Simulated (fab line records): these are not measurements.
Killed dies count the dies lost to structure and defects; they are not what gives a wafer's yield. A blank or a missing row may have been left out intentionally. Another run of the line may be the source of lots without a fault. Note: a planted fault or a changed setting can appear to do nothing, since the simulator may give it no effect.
Comparing a struck lot with a sound one || flow n5 finfet || 45 steps out of a route of 1938
Sound: these wafers, L371.2, L371.4, L371.6. Wafers L378.5, L378.6 were the ones struck. Last of all comes the cause.
For every step that has rows: the tool of each side, followed by ch and its chambers, followed by its first start. Under that, the readings that differ: sound wafers || struck wafers || difference of the means || sigmas: that difference in standard deviations of wafers without a fault.
alike: readings with means less than 2 such deviations apart, plus words and numbers identical on both sides. not compared: withheld readings, readings lacking a value on some wafer, bounds such as >300 that could conceal the same value, and numbers that have no deviation in the record and whose values overlap.
Wherever a step has rows on one side only, a row that says differs or no value, or a row with sigmas, the two part there. Numbers that don't overlap but have no deviation are shown without sigmas and don't part them. A reading that every wafer of one side lacks parts them only if that side has two wafers or more.

first, 11 steps without rows for these wafers: N5_BEOL_M2_DESCUM_33 (chemistry O2, time 7 s); N5_BEOL_M2_ETCH_77 (etches underlayer in N2/H2, target depth 6.5 nm, time 5.2 s); N5_BEOL_M2_ETCH_69 (etches SiARC in CF4, target depth 15.6 nm, time 26 s); N5_BEOL_M2_ALD_98 (deposits SiO2, target thk 2.5 nm, pulse time 1 s, co reactant pulse time 1 s); N5_BEOL_M2_ETCHBACK_99 (etches SiO2 in CHF3, target depth 5 nm, time 10.4 s); N5_BEOL_M2_ETCH_70 (etches SOC in N2/H2, target depth 80 nm, overetch 24 nm, time 130 s); N5_BEOL_M2_STRIP_71 (strips in N2/H2); N5_BEOL_M2_STRIP_78 (strips in N2/H2); N5_BEOL_M2_VIA_ETCH_34 (etches the open film in C4F6/O2, target depth 69.4 nm, time 65.9 s); N5_BEOL_M2_STRIP_83 (strips in C4F6/O2); N5_BEOL_M2_STRIP_36 (strips in N2/H2).
N5_BEOL_M2_TRENCH_ETCH_37: etches SiOC in C4F6/O2, target depth 55.555 nm, time 29.2 s.
  sound on rie diel-02 ch 1,2,3, day 7 06:47; struck on rie diel-02 ch 0,3, day 9 06:52
{"reading": "oes product au (a.u.)", "sound": "0.77 0.81 0.74", "struck": "1.06 0.99", "difference": "+0.25", "sigmas": "+3"}
{"reading": "model.etch.depth nm (nm)", "sound": "54.56 55.78 54.61", "struck": "89.92 90.45", "difference": "+35.20", "sigmas": ""}
{"reading": "model.BEOL_M2.feature depth nm (nm)", "sound": "54.6 55.8 54.6", "struck": "90 90.4", "difference": "+35", "sigmas": ""}
{"reading": "model.TiN_of_BEOL_M2_HM_DEP_02.thk nm (nm)", "sound": "17.6 17.6 17.6", "struck": "15.8 15.6", "difference": -1.9, "sigmas": ""}
  alike: O2_flow_sccm, drypump motor current A, oes_ar_750_au, rf vpp V, showerhead plenum p Torr, throttle valve pct
  not compared: rf hours counter h
then, 2 steps without rows for these wafers: N5_BEOL_M2_ETCH_41 (etches SiCN in CH3F/O2, target depth 29.9 nm, time 52.5 s); N5_BEOL_M2_STRIP_97 (strips in N2/H2, time 10 s).
N5_BEOL_M2_OCD_MEAS_38:
  struck on ocd-01, day 9 07:01; sound on ocd-01, day 7 06:57
{"reading": "trench depth nm (nm)", "sound": "54.5 55.6 54.6", "struck": "89.5 90.5", "difference": "+35.1", "sigmas": "+40"}
then, 25 steps without rows for these wafers: N5_BEOL_M2_HM_STRIP_39 (strips TiN in peroxide tin strip, target depth 25 nm, time 158 s); N5_BEOL_M2_SRD_40 (time 30 s); N5_BEOL_M2_PRECLEAN_42 (cleans in residue remover, time 60 s); N5_BEOL_M2_SRD_43 (time 30 s); N5_BEOL_M2_DEGAS_44 (time 60 s); N5_BEOL_M2_PRE_CLEAN_45 (time 30 s); N5_BEOL_M2_ALD_84 (deposits TaN, pulse time 2 s, purge time 3 s, co reactant purge time 2 s); N5_BEOL_M2_SURFACE_TREAT_85; N5_BEOL_M2_CVD_47 (deposits Co from CCTBA/H2, target thk 3 nm, time 223.8 s); N5_BEOL_M2_SPUTTER_48 (material Cu, target thk 4.5 nm, time 8.29 s); N5_BEOL_M2_ANNEAL_49 (time 240 s); N5_BEOL_M2_SPUTTER_79 (material Cu, target thk 4.5 nm, time 8.29 s); N5_BEOL_M2_ANNEAL_80 (time 240 s); N5_BEOL_M2_SPUTTER_81 (material Cu, target thk 4.5 nm, time 8.29 s); N5_BEOL_M2_ANNEAL_82 (time 240 s); N5_BEOL_M2_SPUTTER_86 (material Cu, target thk 4.5 nm, time 8.29 s); N5_BEOL_M2_ANNEAL_87 (time 240 s); N5_BEOL_M2_SPUTTER_88 (material Cu, target thk 4.5 nm, time 8.29 s); N5_BEOL_M2_ANNEAL_89 (time 240 s); N5_BEOL_M2_SPUTTER_90 (material Cu, target thk 4.5 nm, time 8.29 s); N5_BEOL_M2_ANNEAL_91 (time 240 s); N5_BEOL_M2_SPUTTER_92 (material Cu, target thk 4.5 nm, time 8.29 s); N5_BEOL_M2_ANNEAL_93 (time 240 s); N5_BEOL_M2_SPUTTER_94 (material Cu, target thk 4.5 nm, time 8.29 s); N5_BEOL_M2_ANNEAL_95 (time 240 s).
N5_BEOL_M2_CMP_52: polishes, stops on SiOC, t overpolish 6.8 s, target thk 40 nm.
  sound on cmp-03 ch 1,2,3, day 7 11:43; struck on cmp-01 ch 2,3, day 9 11:04
{"reading": "model.Cu_of_BEOL_M2_ECD_50.thk nm (nm)", "sound": "39.8 39.4 39.6", "struck": "73.8 75.4", "difference": "+35.0", "sigmas": ""}
  alike: clearing platen rpm, motor current A
N5_BEOL_M2_THK_MEAS_53: measures by xrf.
  struck on film metro-01, day 9 11:13; sound on film metro-01, day 7 11:56
{"reading": "M2_THK (nm)", "sound": "39.4 38.9 39.2", "struck": "72.8 74.4", "difference": "+34.4", "sigmas": "+34"}
N5_BEOL_M2_RS_MEAS_58: the measuring method here is four-point-probe.
  struck on film metro-02, day 9 11:32; sound on film metro-02, day 7 12:11
{"reading": "M2_RS (ohm/sq)", "sound": "0.676 0.682 0.679", "struck": "0.314 0.306", "difference": -0.369, "sigmas": -17}
-- the record jumps here: 4 days lie between the struck wafers' starts before and after (it left off in module BEOL_M2 and takes up again in module BEOL_M4, whose first step shown is number 1111 of the route) --
N5_BEOL_M4_RC_MEAS_101:
  sound on prober-01 ch 0, day 9 04:16; struck on prober-02 ch 0, day 13 02:11
{"reading": "ION_N (uA/um)", "sound": "674 647 669", "struck": "683 678", "difference": "+17", "sigmas": "+2"}
{"reading": "SERP_M2 (ohm/um)", "sound": "188 177 189", "struck": "95 89", "difference": -93, "sigmas": -8}
{"reading": "SERP_M2_max_site (ohm/um)", "sound": "202 190 198", "struck": "99 92", "difference": -101, "sigmas": -7}
  alike: DIBL_N, DIBL_P, IOFF_N, IOFF_P, ION_P, SS_N, SS_P, VT_N, VT_P
-- a jump in the record: the struck wafers' starts before and after are 4 days apart (it breaks off in module BEOL_M4 and resumes in module PASSIVATION, where the first step shown is number 1936 of the route) --
N5_PASSIVATION_PROBE_49:
  only the struck wafers here have rows in the record (prober-01, day 17 04:44); the sound ones have none

== WHERE THEY PART ==
Last at N5_PASSIVATION_PROBE_49 as far as this record goes, first at N5_BEOL_M2_TRENCH_ETCH_37.

WHY: what the simulator had put in
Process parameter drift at N5_BEOL_M2_TRENCH_ETCH_37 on rie diel-02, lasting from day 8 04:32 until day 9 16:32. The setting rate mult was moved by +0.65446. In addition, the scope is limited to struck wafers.
